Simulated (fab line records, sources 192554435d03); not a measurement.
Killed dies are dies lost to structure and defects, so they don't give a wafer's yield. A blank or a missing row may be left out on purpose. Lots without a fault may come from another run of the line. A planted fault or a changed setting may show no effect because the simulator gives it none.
A struck lot beside a sound one | flow n5_finfet | 16 steps out of a route of 1938
Sound: wafers L620.1, L620.2, L620.4. Struck: wafers L607.2, L607.3, L607.5. The cause comes at the end.
At each step with rows: each side's tool, then ch and its chambers, then its first start. Under that, the readings that differ: sound wafers | struck wafers | difference of the means | sigmas: that difference in standard deviations of wafers without a fault.
alike: readings whose means differ by less than 2 such deviations, and words and numbers that are the same on both sides. not compared: withheld readings, readings that some wafer has no value for, bounds like >300 that may hide the same value, and numbers for which the record gives no deviation and whose values overlap.
The two part at a step that has a row with sigmas, a row that says differs or no value, or rows on one side only. Numbers that don't overlap but have no deviation are shown without sigmas and don't part them. A reading that every wafer of one side lacks parts them only if that side has two wafers or more.

first, 10 steps without rows for these wafers: N5_BEOL_M3_DESCUM_33 (chemistry O2, time 7 s); N5_BEOL_M3_ETCH_77 (etches underlayer in N2/H2, target depth 6.5 nm, time 5.2 s); N5_BEOL_M3_ETCH_69 (etches SiARC in CF4, target depth 15.6 nm, time 26 s); N5_BEOL_M3_ALD_98 (deposits SiO2, target thk 2.5 nm, pulse time 1 s, co reactant pulse time 1 s); N5_BEOL_M3_ETCHBACK_99 (etches SiO2 in CHF3, target depth 5 nm, time 10.4 s); N5_BEOL_M3_ETCH_70 (etches SOC in N2/H2, target depth 80 nm, overetch 16 nm, time 120 s); N5_BEOL_M3_STRIP_71 (strips in N2/H2); N5_BEOL_M3_STRIP_78 (strips in N2/H2); N5_BEOL_M3_VIA_ETCH_34 (etches the open film in C4F6/O2, target depth 69.4 nm, time 65.9 s); N5_BEOL_M3_STRIP_83 (strips in C4F6/O2).
N5_BEOL_M3_STRIP_36: strips in N2/H2.
  sound on rie_diel-05 ch 0,1,2, day 12 22:04; struck on rie_diel-01 ch 0,1, day 9 20:02
  no value came back on the struck wafers for any of 8 readings (bias_power_w (W), chamber_pressure_mTorr (mTorr) and others); on the sound wafers bias_power_w (W) reads 6.985 7.007 7.018
  reading                                  | sound | struck         | difference | sigmas
  model.SOC_of_BEOL_M3_COAT_67.thk_nm (nm) | 0 0 0 | 52.2 52.6 52.8 | +52.5      |
  model.SiO2_of_BEOL_M3_ALD_98.thk_nm (nm) | 0 0 0 | 2.6 2.4 2.4    | +2.5       |
then, 1 step without rows for these wafers: N5_BEOL_M3_TRENCH_ETCH_37 (etches SiOC in C4F6/O2, target depth 55.555 nm, time 29.2 s).
N5_BEOL_M3_ETCH_41: etches SiCN in CH3F/O2, target depth 29.9 nm, time 52.5 s.
  sound on rie_diel-05 ch 0,1,2; struck on rie_diel-01 ch 0,1, day 9 20:06
  reading                                  | sound          | struck         | difference | sigmas
  oes_product_au (a.u.)                    | 0.90 0.96 0.73 | 0.71 0.69 0.70 | -0.16      | -2
  model.SOC_of_BEOL_M3_COAT_67.thk_nm (nm) | 0 0 0          | 35.6 36.8 37   | +36.5      |
  alike: drypump_motor_current_A, rf_vpp_V, showerhead_plenum_p_Torr, throttle_valve_pct
  not compared: rf_hours_counter_h
then, 1 step without rows for these wafers: N5_BEOL_M3_STRIP_97 (strips in N2/H2, time 10 s).
N5_BEOL_M4_RC_MEAS_101:
  the record has rows for the sound wafers here (prober-02 ch 0, day 13 17:06) and none for the struck ones
-- the record jumps here: 5 days lie between the struck wafers' starts before and after (it left off in module BEOL_M4 and takes up again in module PASSIVATION, whose first step shown is number 1936 of the route) --
N5_PASSIVATION_PROBE_49:
  the record has rows for the struck wafers here (prober-01, day 14 19:51) and none for the sound ones

WHERE THEY PART
First at N5_BEOL_M3_STRIP_36; last, within this record, at N5_PASSIVATION_PROBE_49.

WHY: what the simulator had put in
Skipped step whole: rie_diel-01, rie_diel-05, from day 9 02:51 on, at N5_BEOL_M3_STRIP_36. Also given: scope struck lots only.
